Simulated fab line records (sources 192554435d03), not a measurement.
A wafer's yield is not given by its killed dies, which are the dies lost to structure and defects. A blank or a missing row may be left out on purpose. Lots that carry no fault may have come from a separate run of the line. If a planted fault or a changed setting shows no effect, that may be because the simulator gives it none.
fab line records | flow n5_finfet | part 1 of 2: steps 1 to 28 of 37
record: lots: 5 | wafers: 15 | last_day: 19
route steps=1938 shown WELL_APT@33 PMOS_HMC_CHANNEL_EPI@57
lots untouched by any fault: they come from a run of this same line in which no faults occurred
start_h: the number of hours between the record's first day and the start of the first shown wafer of the lot | wait_h: how many hours have passed since the lot's step before this one | " same as the row above | L1.1+2: one row covering several wafers at once | - no value, or no start was given | * or withheld: withheld | < > ~ a bound
route shown NAME@n: NAME is a module with steps in the file, n the number in the route of the first one | usual: average and standard deviation across the fault-free wafers | same: alike in all rows | chamber/n: place in a boat | sites: the reading at each site | _std_site: standard deviation across them | _edge_site: mean of outer sites minus mean of inner sites | radius_mm: for every site, how far away it sits from the centre of the wafer | mask NAME#n: copy n | behind: the last tool/chamber to shape the wafer | hold: why the lot was held/for how many hours/how that ended | device: the transistor (n, p or np) that didn't switch | end of line: the tests these same wafers got at the end of their route | a step with no rows: only its recipe | killed: count of dies lost to structure and defects at first sort (not the wafer's yield) | map: the dies of a wafer, with x for killed, . for not killed, _ for no die there
set.NAME: the setting as run; set.NAME@STEP: as run at that earlier step | model.NAME: the simulator's own value behind a step, which no gauge read
certain route steps with their lots: each step a table, each wafer a row
services: the hour from which a tool's chamber was out of use, counted from the record's first day as start_h (under 0 if before that day), plus the number of hours and why
== steps ==
step: N5_WELL_APT_IMPLANT_15
recipe: species: As | energy_kev: 25 | dose_cm2: 1.5e+13 | tilt_deg: 0 | rotation_deg: 0
lot.wafer  | tool         | chamber | start_h | wait_h
L079.1+2+5 | implanter-01 | 0       | 44.37   | 0.1
L083.3+4+5 | implanter-02 | 0       | 68.32   | 0.1
L089.2+5+6 | implanter-01 | 0       | 104.61  | 0.1
L090.3+4+5 | implanter-02 | 0       | 110.21  | 0.1
L096.3+5+6 | implanter-02 | 0       | 146.36  | 0.1
step: N5_WELL_APT_STRIP_16
recipe: chemistry: SPM | time_s: 900 | temp_c: 130 | h2so4_h2o2_vol_ratio: 4 | dry: ipa_marangoni
lot.wafer  | tool         | chamber | start_h | wait_h
L079.1+2+5 | wet_bench-01 | 5,1,6   | 44.60   | 0.2
L083.3+4+5 | wet_bench-04 | 2,7,4   | 68.47   | 0.1
L089.2+5+6 | wet_bench-01 | 3,2,0   | 104.80  | 0.2
L090.3+4+5 | wet_bench-04 | 5,1,3   | 110.35  | 0.1
L096.3+5+6 | wet_bench-05 | 5,6,4   | 146.52  | 0.1
step: N5_WELL_APT_HMDS_18
recipe: time_s: 60 | temp_c: 120
usual: exhaust_pa: 45.1/0.83
lot.wafer | tool           | chamber | start_h | wait_h | exhaust_pa
L079.1    | litho_track-03 | 0       | 44.88   | 0.0    | 44.4
L079.2    | "              | 0       | "       | "      | 45.0
L079.5    | "              | 0       | "       | "      | 44.7
L083.3    | litho_track-01 | 0       | 68.74   | 0.0    | 44.6
L083.4    | "              | 0       | "       | "      | 43.2
L083.5    | "              | 0       | "       | "      | 44.1
L089.2    | litho_track-01 | 0       | 105.08  | 0.0    | 45.9
L089.5    | "              | 0       | "       | "      | 46.1
L089.6    | "              | 0       | "       | "      | 46.3
L090.3    | litho_track-03 | 0       | 110.63  | 0.0    | 44.0
L090.4    | "              | 0       | "       | "      | 44.1
L090.5    | "              | 0       | "       | "      | 45.7
L096.3    | litho_track-04 | 0       | 146.80  | 0.0    | 43.2
L096.5    | "              | 0       | "       | "      | 45.1
L096.6    | "              | 0       | "       | "      | 44.9
step: N5_WELL_APT_COAT_19
recipe: spin_rpm: 1357 | resist_thk_nm: 950
usual: exhaust_pa: 45.3/0.92
lot.wafer | tool           | chamber | start_h | wait_h | exhaust_pa
L079.1    | litho_track-03 | 0       | -       | -      | 44.9
L079.2    | "              | 0       | "       | "      | 44.6
L079.5    | "              | 0       | "       | "      | 44.6
L083.3    | litho_track-01 | 0       | -       | -      | 45.0
L083.4    | "              | 0       | "       | "      | 43.6
L083.5    | "              | 0       | "       | "      | 42.9
L089.2    | litho_track-01 | 0       | -       | -      | 46.3
L089.5    | "              | 0       | "       | "      | 45.0
L089.6    | "              | 0       | "       | "      | 45.2
L090.3    | litho_track-03 | 0       | -       | -      | 44.7
L090.4    | "              | 0       | "       | "      | 44.7
L090.5    | "              | 0       | "       | "      | 44.8
L096.3    | litho_track-04 | 0       | -       | -      | 44.3
L096.5    | "              | 0       | "       | "      | 45.4
L096.6    | "              | 0       | "       | "      | 44.8
step: N5_WELL_APT_EBR_21
recipe: solvent: PGMEA | ebr_width_mm: 1.5
usual: exhaust_pa: 45.1/0.92
lot.wafer | tool           | chamber | start_h | wait_h | exhaust_pa
L079.1    | litho_track-03 | 0       | -       | -      | 47.3
L079.2    | "              | 0       | "       | "      | 46.5
L079.5    | "              | 0       | "       | "      | 45.6
L083.3    | litho_track-01 | 0       | -       | -      | 44.3
L083.4    | "              | 0       | "       | "      | 44.8
L083.5    | "              | 0       | "       | "      | 44.5
L089.2    | litho_track-01 | 0       | -       | -      | 45.5
L089.5    | "              | 0       | "       | "      | 45.3
L089.6    | "              | 0       | "       | "      | 45.8
L090.3    | litho_track-03 | 0       | -       | -      | 44.6
L090.4    | "              | 0       | "       | "      | 45.1
L090.5    | "              | 0       | "       | "      | 45.9
L096.3    | litho_track-04 | 0       | -       | -      | 45.3
L096.5    | "              | 0       | "       | "      | 46.0
L096.6    | "              | 0       | "       | "      | 45.5
step: N5_WELL_APT_SOFTBAKE_20
recipe: temp_c: 130 | time_s: 60
usual: exhaust_pa: 45.2/0.88
lot.wafer | tool           | chamber | start_h | wait_h | exhaust_pa
L079.1    | litho_track-03 | 0       | -       | -      | 44.8
L079.2    | "              | 0       | "       | "      | 44.5
L079.5    | "              | 0       | "       | "      | 46.4
L083.3    | litho_track-01 | 0       | -       | -      | 44.4
L083.4    | "              | 0       | "       | "      | 45.8
L083.5    | "              | 0       | "       | "      | 44.7
L089.2    | litho_track-01 | 0       | -       | -      | 46.3
L089.5    | "              | 0       | "       | "      | 45.6
L089.6    | "              | 0       | "       | "      | 45.1
L090.3    | litho_track-03 | 0       | -       | -      | 45.2
L090.4    | "              | 0       | "       | "      | 44.9
L090.5    | "              | 0       | "       | "      | 44.8
L096.3    | litho_track-04 | 0       | -       | -      | 43.8
L096.5    | "              | 0       | "       | "      | 43.2
L096.6    | "              | 0       | "       | "      | 44.3
step: N5_WELL_APT_EXPOSE_22
recipe: mask_id: PWELL | na: 0.8 | source_shape: conventional | sigma_outer: 0.8 | polarization: unpolarized | defocus_nm: 0 | target_cd_nm: 200 | dose_mj: 23.2
lot.wafer  | tool           | chamber | start_h | wait_h | mask
L079.1+2+5 | krf_scanner-01 | 0       | 44.98   | -      | PWELL#0
L083.3+4+5 | krf_scanner-01 | 0       | 68.85   | -      | PWELL#0
L089.2+5+6 | krf_scanner-01 | 0       | 105.31  | -      | PWELL#0
L090.3+4+5 | krf_scanner-02 | 0       | 110.86  | -      | PWELL#0
L096.3+5+6 | krf_scanner-02 | 0       | 147.03  | -      | PWELL#0
step: N5_WELL_APT_PEB_23
recipe: peb_temp_c: 130 | peb_time_s: 90
usual: exhaust_pa: 44.7/0.95
lot.wafer | tool           | chamber | start_h | wait_h | exhaust_pa
L079.1    | litho_track-04 | 0       | 45.03   | 0.1    | 44.2
L079.2    | "              | 0       | "       | "      | 43.8
L079.5    | "              | 0       | "       | "      | 44.8
L083.3    | litho_track-01 | 0       | 68.90   | 0.0    | 45.1
L083.4    | "              | 0       | "       | "      | 44.5
L083.5    | "              | 0       | "       | "      | 45.5
L089.2    | litho_track-04 | 0       | 105.36  | 0.0    | 46.0
L089.5    | "              | 0       | "       | "      | 46.3
L089.6    | "              | 0       | "       | "      | 45.7
L090.3    | litho_track-03 | 0       | 110.91  | 0.0    | 45.1
L090.4    | "              | 0       | "       | "      | 43.4
L090.5    | "              | 0       | "       | "      | 44.6
L096.3    | litho_track-03 | 0       | 147.08  | 0.0    | 45.9
L096.5    | "              | 0       | "       | "      | 45.2
L096.6    | "              | 0       | "       | "      | 45.7
step: N5_WELL_APT_DEVELOP_24
recipe: develop_time_s: 45 | rinse_liquid: surfactant_rinse | dry: air_spin | dev_temp_c: 21
usual: exhaust_pa: 45.0/0.9
same: develop_time_s: 45
lot.wafer | tool           | chamber | start_h | wait_h | exhaust_pa
L079.1    | litho_track-04 | 0       | -       | -      | 44.7
L079.2    | "              | 0       | "       | "      | 45.0
L079.5    | "              | 0       | "       | "      | 44.3
L083.3    | litho_track-01 | 0       | -       | -      | 45.3
L083.4    | "              | 0       | "       | "      | 43.9
L083.5    | "              | 0       | "       | "      | 45.5
L089.2    | litho_track-04 | 0       | -       | -      | 45.8
L089.5    | "              | 0       | "       | "      | 46.3
L089.6    | "              | 0       | "       | "      | 44.6
L090.3    | litho_track-03 | 0       | -       | -      | 45.9
L090.4    | "              | 0       | "       | "      | 46.0
L090.5    | "              | 0       | "       | "      | 45.6
L096.3    | litho_track-03 | 0       | -       | -      | 45.3
L096.5    | "              | 0       | "       | "      | 45.4
L096.6    | "              | 0       | "       | "      | 45.9
step: N5_WELL_APT_HARDBAKE_29
recipe: temp_c: 130 | time_s: 120
usual: exhaust_pa: 45.0/0.79
lot.wafer | tool           | chamber | start_h | wait_h | exhaust_pa
L079.1    | litho_track-04 | 0       | -       | -      | 44.4
L079.2    | "              | 0       | "       | "      | 44.9
L079.5    | "              | 0       | "       | "      | 44.0
L083.3    | litho_track-01 | 0       | -       | -      | 44.9
L083.4    | "              | 0       | "       | "      | 45.1
L083.5    | "              | 0       | "       | "      | 45.0
L089.2    | litho_track-04 | 0       | -       | -      | 44.3
L089.5    | "              | 0       | "       | "      | 43.7
L089.6    | "              | 0       | "       | "      | 45.3
L090.3    | litho_track-03 | 0       | -       | -      | 46.4
L090.4    | "              | 0       | "       | "      | 45.8
L090.5    | "              | 0       | "       | "      | 45.1
L096.3    | litho_track-03 | 0       | -       | -      | 45.5
L096.5    | "              | 0       | "       | "      | 45.9
L096.6    | "              | 0       | "       | "      | 44.7
step: N5_WELL_APT_CD_MEAS_25
recipe: target_cd_nm: 200 | landing_energy_ev: 500 | detector: se_inlens
usual: cd_nm: 200.0/1.8
lot.wafer | tool      | chamber | start_h | wait_h | cd_nm
L079.1    | cd_sem-03 | 0       | 45.15   | -      | 199.6
L079.2    | "         | 0       | "       | "      | 202.3
L079.5    | "         | 0       | "       | "      | 201.0
L083.3    | cd_sem-03 | 0       | 69.02   | -      | 202.1
L083.4    | "         | 0       | "       | "      | 201.8
L083.5    | "         | 0       | "       | "      | 198.8
L089.2    | cd_sem-02 | 0       | 105.48  | -      | 200.9
L089.5    | "         | 0       | "       | "      | 198.0
L089.6    | "         | 0       | "       | "      | 201.0
L090.3    | cd_sem-02 | 0       | 111.03  | -      | 201.3
L090.4    | "         | 0       | "       | "      | 200.1
L090.5    | "         | 0       | "       | "      | 199.4
L096.3    | cd_sem-01 | 0       | 147.19  | -      | 197.9
L096.5    | "         | 0       | "       | "      | 199.3
L096.6    | "         | 0       | "       | "      | 200.7
step: N5_WELL_APT_OVL_MEAS_26
recipe: points_per_wafer: 44
usual: PWELL_OVL: -4/5.5
lot.wafer | tool       | chamber | start_h | wait_h | PWELL_OVL[nm]
L079.1    | overlay-02 | 0       | 45.18   | 0.0    | 0
L079.2    | "          | 0       | "       | "      | 0
L079.5    | "          | 0       | "       | "      | -4
L083.3    | overlay-02 | 0       | 69.05   | 0.0    | 1
L083.4    | "          | 0       | "       | "      | -4
L083.5    | "          | 0       | "       | "      | -9
L089.2    | overlay-01 | 0       | 105.50  | 0.0    | -14
L089.5    | "          | 0       | "       | "      | -3
L089.6    | "          | 0       | "       | "      | -9
L090.3    | overlay-02 | 0       | 111.06  | 0.0    | 6
L090.4    | "          | 0       | "       | "      | 1
L090.5    | "          | 0       | "       | "      | 1
L096.3    | overlay-02 | 0       | 147.22  | 0.0    | -6
L096.5    | "          | 0       | "       | "      | -10
L096.6    | "          | 0       | "       | "      | -2
step: N5_WELL_APT_INSPECT_27
recipe: mode: adi | inspect_instrument: macro
usual: raw_defect_count: 2.1/1.3
lot.wafer | tool              | chamber | start_h | wait_h | raw_defect_count
L079.1    | defect_inspect-02 | -       | 45.20   | 0.0    | 3
L079.2    | "                 | -       | "       | "      | 1
L079.5    | "                 | -       | "       | "      | 3
L083.3    | defect_inspect-01 | -       | 69.07   | 0.0    | 2
L083.4    | "                 | -       | "       | "      | 1
L083.5    | "                 | -       | "       | "      | 4
L089.2    | defect_inspect-01 | -       | 105.55  | 0.0    | 0
L089.5    | "                 | -       | "       | "      | 2
L089.6    | "                 | -       | "       | "      | 0
L090.3    | defect_inspect-01 | -       | 111.08  | 0.0    | 2
L090.4    | "                 | -       | "       | "      | 3
L090.5    | "                 | -       | "       | "      | 4
L096.3    | defect_inspect-01 | -       | 147.25  | 0.0    | 3
L096.5    | "                 | -       | "       | "      | 3
L096.6    | "                 | -       | "       | "      | 0
step: N5_WELL_APT_DESCUM_30
recipe: chemistry: O2 | time_s: 7.9 | source_power_w: 50 | bias_power_w: 20 | pressure_mtorr: 20 | rf_frequency_hz: 2.712e+07 | temp_c: 40 | o2_flow_sccm: 225
usual: chamber_pressure_mTorr: 19.999/0.018 | drypump_motor_current_A: 5.8/0.52 | oes_product_au: 0.73/0.041 | rf_vpp_V: 243.1/1.3 | showerhead_plenum_p_Torr: 2.09/0.081 | throttle_valve_pct: 20.40/0.26
lot.wafer | tool        | chamber | start_h | wait_h | chamber_pressure_mTorr | drypump_motor_current_A | oes_product_au | rf_hours_counter_h | rf_vpp_V | showerhead_plenum_p_Torr | throttle_valve_pct
L079.1    | rie_diel-02 | 1       | 45.24   | 0.0    | 19.991                 | 5.5                     | 0.75           | 162                | 242.5    | 2.10                     | 20.75
L079.2    | "           | 2       | "       | "      | 19.987                 | 5.2                     | 0.72           | 193                | 242.5    | 2.08                     | 20.36
L079.5    | "           | 3       | "       | "      | 20.003                 | 6.3                     | 0.77           | -                  | 241.9    | 2.01                     | 20.08
L083.3    | rie_diel-02 | 0       | 69.10   | 0.0    | 20.007                 | 6.1                     | 0.70           | 234                | 242.2    | 1.99                     | 20.14
L083.4    | "           | 3       | "       | "      | 19.983                 | 6.3                     | 0.77           | 138                | 242.3    | 2.01                     | 20.08
L083.5    | "           | 3       | "       | "      | 20.016                 | 6.4                     | 0.77           | -                  | 243.5    | 2.01                     | 20.11
L089.2    | rie_diel-03 | 3       | 105.59  | 0.0    | 19.989                 | 6.1                     | 0.70           | 205                | 242.4    | 1.99                     | 20.34
L089.5    | "           | 1       | "       | "      | 20.001                 | 5.9                     | 0.80           | -                  | 245.6    | 2.21                     | 20.93
L089.6    | "           | 2       | "       | "      | 20.014                 | 5.6                     | 0.75           | -                  | 241.9    | 2.00                     | 20.31
L090.3    | rie_diel-02 | 1       | 111.11  | 0.0    | 20.014                 | 5.5                     | 0.74           | 183                | 243.4    | 2.09                     | 20.80
L090.4    | "           | 3       | "       | "      | 19.994                 | 6.4                     | 0.75           | 153                | 240.5    | 2.01                     | 20.10
L090.5    | "           | 0       | "       | "      | 20.022                 | 6.1                     | 0.68           | -                  | 242.0    | 1.98                     | 20.13
L096.3    | rie_diel-03 | 1       | 147.28  | 0.0    | 20.012                 | 5.9                     | 0.78           | 144                | 243.8    | 2.20                     | 20.96
L096.5    | "           | 0       | "       | "      | 20.000                 | 4.9                     | 0.67           | -                  | 243.7    | 2.06                     | 20.39
L096.6    | "           | 2       | "       | "      | 20.010                 | 5.6                     | 0.74           | -                  | 242.1    | 2.00                     | 20.33
step: N5_WELL_APT_IMPLANT_31
recipe: species: B | energy_kev: 60 | dose_cm2: 1.5e+13 | tilt_deg: 0 | rotation_deg: 0
lot.wafer  | tool         | chamber | start_h | wait_h
L079.1+2+5 | implanter-02 | 0       | 45.34   | 0.1
L083.3+4+5 | implanter-01 | 0       | 69.26   | 0.1
L089.2+5+6 | implanter-02 | 0       | 105.71  | 0.1
L090.3+4+5 | implanter-01 | 0       | 111.27  | 0.1
L096.3+5+6 | implanter-02 | 0       | 147.44  | 0.1
step: N5_WELL_APT_IMPLANT_32
recipe: species: BF2 | energy_kev: 50 | dose_cm2: 2e+13 | tilt_deg: 0 | rotation_deg: 0
lot.wafer  | tool         | chamber | start_h | wait_h
L079.1+2+5 | implanter-02 | 0       | 45.52   | 0.1
L083.3+4+5 | implanter-01 | 0       | 69.44   | 0.1
L089.2+5+6 | implanter-02 | 0       | 105.89  | 0.1
L090.3+4+5 | implanter-01 | 0       | 111.45  | 0.1
L096.3+5+6 | implanter-02 | 0       | 147.62  | 0.1
step: N5_WELL_APT_STRIP_33
recipe: chemistry: SPM | time_s: 900 | temp_c: 130 | h2so4_h2o2_vol_ratio: 4 | dry: ipa_marangoni
lot.wafer  | tool         | chamber | start_h | wait_h
L079.1+2+5 | wet_bench-01 | 5,4,6   | 45.72   | 0.2
L083.3+4+5 | wet_bench-01 | 0,1,5   | 69.59   | 0.1
L089.2+5+6 | wet_bench-01 | 1,6,2   | 106.07  | 0.1
L090.3+4+5 | wet_bench-04 | 5,2,4   | 111.60  | 0.1
L096.3+5+6 | wet_bench-01 | 1,7,0   | 147.77  | 0.1
step: N5_WELL_APT_RTA_34
recipe: temp_c: 1000 | time_s: 10 | ambient: N2 | idle_temp_c: 600 | ramp_up_c_per_s: 150 | ramp_down_c_per_s: 60 | cool_to_c: 600
usual: lamp_power_pct: 13.00/0.056 | wafer_temp_C_max: 1003.6/1
lot.wafer | tool          | chamber | start_h | wait_h | lamp_power_pct | wafer_temp_C_max
L079.1    | rtp_anneal-02 | 0       | 46.12   | 0.1    | 13.04          | 1002.8
L079.2    | "             | 0       | "       | "      | 13.02          | 1004.7
L079.5    | "             | 0       | "       | "      | 12.95          | 1002.5
L083.3    | rtp_anneal-02 | 0       | 69.95   | 0.1    | 12.96          | 1002.8
L083.4    | "             | 0       | "       | "      | 12.98          | 1003.5
L083.5    | "             | 0       | "       | "      | 13.01          | 1003.5
L089.2    | rtp_anneal-01 | 0       | 106.37  | 0.1    | 12.98          | 1002.5
L089.5    | "             | 0       | "       | "      | 12.97          | 1005.4
L089.6    | "             | 0       | "       | "      | 13.00          | 1004.9
L090.3    | rtp_anneal-01 | 0       | 111.91  | 0.1    | 12.92          | 1002.4
L090.4    | "             | 0       | "       | "      | 13.08          | 1002.2
L090.5    | "             | 0       | "       | "      | 13.03          | 1004.1
L096.3    | rtp_anneal-01 | 0       | 148.10  | 0.1    | 13.01          | 1002.1
L096.5    | "             | 0       | "       | "      | 12.97          | 1000.9
L096.6    | "             | 0       | "       | "      | 12.88          | 1003.9
step: N5_WELL_APT_OXIDE_STRIP_42
recipe: chemistry: dHF | dilution: 25:1 | time_s: 45 | temp_c: 25 | target: SiO2 | target_depth_a: 120
lot.wafer  | tool         | chamber | start_h | wait_h
L079.1+2+5 | wet_bench-01 | 4,7,1   | 46.26   | 0.1
L083.3+4+5 | wet_bench-05 | 6,5,1   | 70.06   | 0.1
L089.2+5+6 | wet_bench-04 | 1,4,0   | 106.50  | 0.1
L090.3+4+5 | wet_bench-01 | 1,7,6   | 112.02  | 0.1
L096.3+5+6 | wet_bench-01 | 1,7,0   | 148.21  | 0.1
step: N5_WELL_APT_PRECLEAN_36
recipe: chemistry: O3/DIW | time_s: 45 | temp_c: 22 | o3_ppm: 10
lot.wafer  | tool         | chamber | start_h | wait_h
L079.1+2+5 | wet_bench-01 | 4,7,1   | 46.28   | 0.0
L083.3+4+5 | wet_bench-05 | 6,5,1   | 70.08   | 0.0
L089.2+5+6 | wet_bench-04 | 1,4,0   | 106.51  | 0.0
L090.3+4+5 | wet_bench-01 | 1,7,6   | 112.03  | 0.0
L096.3+5+6 | wet_bench-01 | 1,7,0   | 148.22  | 0.0
step: N5_WELL_APT_PRECLEAN_39
recipe: chemistry: dHF | time_s: 60 | dilution: 150:1 | temp_c: 25
lot.wafer  | tool         | chamber | start_h | wait_h
L079.1+2+5 | wet_bench-01 | 4,7,1   | 46.29   | 0.0
L083.3+4+5 | wet_bench-05 | 6,5,1   | 70.09   | 0.0
L089.2+5+6 | wet_bench-04 | 1,4,0   | 106.53  | 0.0
L090.3+4+5 | wet_bench-01 | 1,7,6   | 112.05  | 0.0
L096.3+5+6 | wet_bench-01 | 1,7,0   | 148.24  | 0.0
step: N5_WELL_APT_SRD_37
recipe: dry: ipa_marangoni | do_ppb: 5 | time_s: 30 | temp_c: 23 | rinse_liquid: diw
lot.wafer  | tool         | chamber | start_h | wait_h
L079.1+2+5 | wet_bench-01 | 4,7,1   | 46.31   | 0.0
L083.3+4+5 | wet_bench-05 | 6,5,1   | 70.11   | 0.0
L089.2+5+6 | wet_bench-04 | 1,4,0   | 106.54  | 0.0
L090.3+4+5 | wet_bench-01 | 1,7,6   | 112.06  | 0.0
L096.3+5+6 | wet_bench-01 | 1,7,0   | 148.26  | 0.0
step: N5_WELL_APT_EPI_41
recipe: material: Si | target_thk_a: 500 | temp_c: 650 | precursor: SiH4/H2 | pressure_torr: 20 | time_s: 297.7
usual: susceptor_temp_C_max: 652.1/0.75 | throttle_valve_pct: 11.05/0.17
lot.wafer | tool         | chamber | start_h | wait_h | susceptor_temp_C_max | throttle_valve_pct
L079.1    | epi_rpcvd-01 | 0       | 46.35   | 0.0    | 651.5                | 11.13
L079.2    | "            | 0       | "       | "      | 651.8                | 10.93
L079.5    | "            | 0       | "       | "      | 651.7                | 11.04
L083.3    | epi_rpcvd-04 | 0       | 70.43   | 0.3    | 652.6                | 10.84
L083.4    | "            | 0       | "       | "      | 653.4                | 10.91
L083.5    | "            | 0       | "       | "      | 653.4                | 11.19
L089.2    | epi_rpcvd-03 | 0       | 106.69  | 0.1    | 651.2                | 11.00
L089.5    | "            | 0       | "       | "      | 651.7                | 10.82
L089.6    | "            | 0       | "       | "      | 651.5                | 10.94
L090.3    | epi_rpcvd-04 | 0       | 112.31  | 0.2    | 652.5                | 11.14
L090.4    | "            | 0       | "       | "      | 652.6                | 11.07
L090.5    | "            | 0       | "       | "      | 653.1                | 11.16
L096.3    | epi_rpcvd-04 | 0       | 148.51  | 0.2    | 652.4                | 11.01
L096.5    | "            | 0       | "       | "      | 653.3                | 11.03
L096.6    | "            | 0       | "       | "      | 653.1                | 11.25
step: N5_WELL_APT_INSPECT_38
recipe: inspect_instrument: darkfield | mode: post_epi
usual: raw_defect_count: 12/4.4
lot.wafer | tool              | chamber | start_h | wait_h | raw_defect_count
L079.1    | defect_inspect-01 | -       | 46.99   | 0.5    | 11
L079.2    | "                 | -       | "       | "      | 18
L079.5    | "                 | -       | "       | "      | 18
L083.3    | defect_inspect-01 | -       | 71.00   | 0.4    | 14
L083.4    | "                 | -       | "       | "      | 24
L083.5    | "                 | -       | "       | "      | 19
L089.2    | defect_inspect-01 | -       | 107.23  | 0.4    | 5
L089.5    | "                 | -       | "       | "      | 7
L089.6    | "                 | -       | "       | "      | 10
L090.3    | defect_inspect-02 | -       | 112.75  | 0.3    | 13
L090.4    | "                 | -       | "       | "      | 14
L090.5    | "                 | -       | "       | "      | 6
L096.3    | defect_inspect-02 | -       | 148.94  | 0.3    | 15
L096.5    | "                 | -       | "       | "      | 11
L096.6    | "                 | -       | "       | "      | 10
step: N5_PMOS_HMC_CHANNEL_EPI_HM_DEP_34
recipe: material: SiO2 | target_thk_a: 360 | temp_c: 400 | precursor: TEOS/O2 | pressure_torr: 6.5 | rf_w: 900 | teos_flow_sccm: 161.4 | gas: O2 | flow_sccm: 2650 | time_s: 6.9
usual: heater_power_w: 583/95 | showerhead_plenum_p_Torr: 8.34/0.044 | throttle_valve_pct: 18.6/1
lot.wafer | tool     | chamber | start_h | wait_h | heater_power_w | showerhead_plenum_p_Torr | throttle_valve_pct
L079.1    | pecvd-04 | 0       | 47.03   | 0.0    | 388            | 8.34                     | 19.2
L079.2    | "        | 1       | "       | "      | 559            | 8.35                     | 17.7
L079.5    | "        | 2       | "       | "      | 506            | 8.33                     | 20.7
L083.3    | pecvd-04 | 1       | 71.05   | 0.0    | 544            | 8.35                     | 17.8
L083.4    | "        | 0       | "       | "      | 421            | 8.35                     | 19.2
L083.5    | "        | 0       | "       | "      | 435            | 8.32                     | 19.3
L089.2    | pecvd-02 | 2       | 107.27  | 0.0    | 722            | 8.27                     | 19.0
L089.5    | "        | 1       | "       | "      | 584            | 8.40                     | 18.6
L089.6    | "        | 2       | "       | "      | 728            | 8.25                     | 18.8
L090.3    | pecvd-03 | 0       | 112.78  | 0.0    | 432            | 8.34                     | 20.1
L090.4    | "        | 0       | "       | "      | 421            | 8.32                     | 20.1
L090.5    | "        | 2       | "       | "      | 579            | 8.38                     | 16.2
L096.3    | pecvd-03 | 0       | 148.98  | 0.0    | 501            | 8.35                     | 19.8
L096.5    | "        | 0       | "       | "      | 494            | 8.35                     | 19.9
L096.6    | "        | 1       | "       | "      | 577            | 8.32                     | 18.2
step: N5_PMOS_HMC_CHANNEL_EPI_COAT_31
recipe: resist: BARC | temp_c: 205 | time_s: 60 | spin_rpm: 1500 | resist_thk_nm: 66
usual: exhaust_pa: 45.1/0.8
lot.wafer | tool           | chamber | start_h | wait_h | exhaust_pa
L079.1    | litho_track-01 | 0       | 47.08   | 0.0    | 45.8
L079.2    | "              | 0       | "       | "      | 45.6
L079.5    | "              | 0       | "       | "      | 45.8
L083.3    | litho_track-02 | 0       | 71.10   | 0.0    | 46.4
L083.4    | "              | 0       | "       | "      | 44.9
L083.5    | "              | 0       | "       | "      | 45.5
L089.2    | litho_track-02 | 0       | 107.32  | 0.0    | 44.8
L089.5    | "              | 0       | "       | "      | 45.2
L089.6    | "              | 0       | "       | "      | 44.7
L090.3    | litho_track-05 | 0       | 112.84  | 0.0    | 44.9
L090.4    | "              | 0       | "       | "      | 45.0
L090.5    | "              | 0       | "       | "      | 44.3
L096.3    | litho_track-05 | 0       | 149.04  | 0.0    | 44.9
L096.5    | "              | 0       | "       | "      | 46.4
L096.6    | "              | 0       | "       | "      | 44.3
step: N5_PMOS_HMC_CHANNEL_EPI_COAT_03
recipe: resist: CAR-ArF-block | spin_rpm: 1500 | resist_thk_nm: 205
usual: exhaust_pa: 45.0/1
lot.wafer | tool           | chamber | start_h | wait_h | exhaust_pa
L079.1    | litho_track-01 | 0       | -       | -      | 46.0
L079.2    | "              | 0       | "       | "      | 44.4
L079.5    | "              | 0       | "       | "      | 45.3
L083.3    | litho_track-02 | 0       | -       | -      | 46.0
L083.4    | "              | 0       | "       | "      | 46.3
L083.5    | "              | 0       | "       | "      | 46.0
L089.2    | litho_track-02 | 0       | -       | -      | 44.5
L089.5    | "              | 0       | "       | "      | 43.3
L089.6    | "              | 0       | "       | "      | 44.2
L090.3    | litho_track-05 | 0       | -       | -      | 45.6
L090.4    | "              | 0       | "       | "      | 46.6
L090.5    | "              | 0       | "       | "      | 45.3
L096.3    | litho_track-05 | 0       | -       | -      | 44.8
L096.5    | "              | 0       | "       | "      | 44.7
L096.6    | "              | 0       | "       | "      | 43.9
step: N5_PMOS_HMC_CHANNEL_EPI_EBR_05
recipe: solvent: PGMEA | ebr_width_mm: 1.5
usual: exhaust_pa: 45.0/0.96
lot.wafer | tool           | chamber | start_h | wait_h | exhaust_pa
L079.1    | litho_track-01 | 0       | -       | -      | 46.2
L079.2    | "              | 0       | "       | "      | 45.1
L079.5    | "              | 0       | "       | "      | 44.6
L083.3    | litho_track-02 | 0       | -       | -      | 45.4
L083.4    | "              | 0       | "       | "      | 44.6
L083.5    | "              | 0       | "       | "      | 45.1
L089.2    | litho_track-02 | 0       | -       | -      | 43.8
L089.5    | "              | 0       | "       | "      | 43.4
L089.6    | "              | 0       | "       | "      | 44.4
L090.3    | litho_track-05 | 0       | -       | -      | 42.0
L090.4    | "              | 0       | "       | "      | 43.9
L090.5    | "              | 0       | "       | "      | 44.1
L096.3    | litho_track-05 | 0       | -       | -      | 45.8
L096.5    | "              | 0       | "       | "      | 45.5
L096.6    | "              | 0       | "       | "      | 46.6
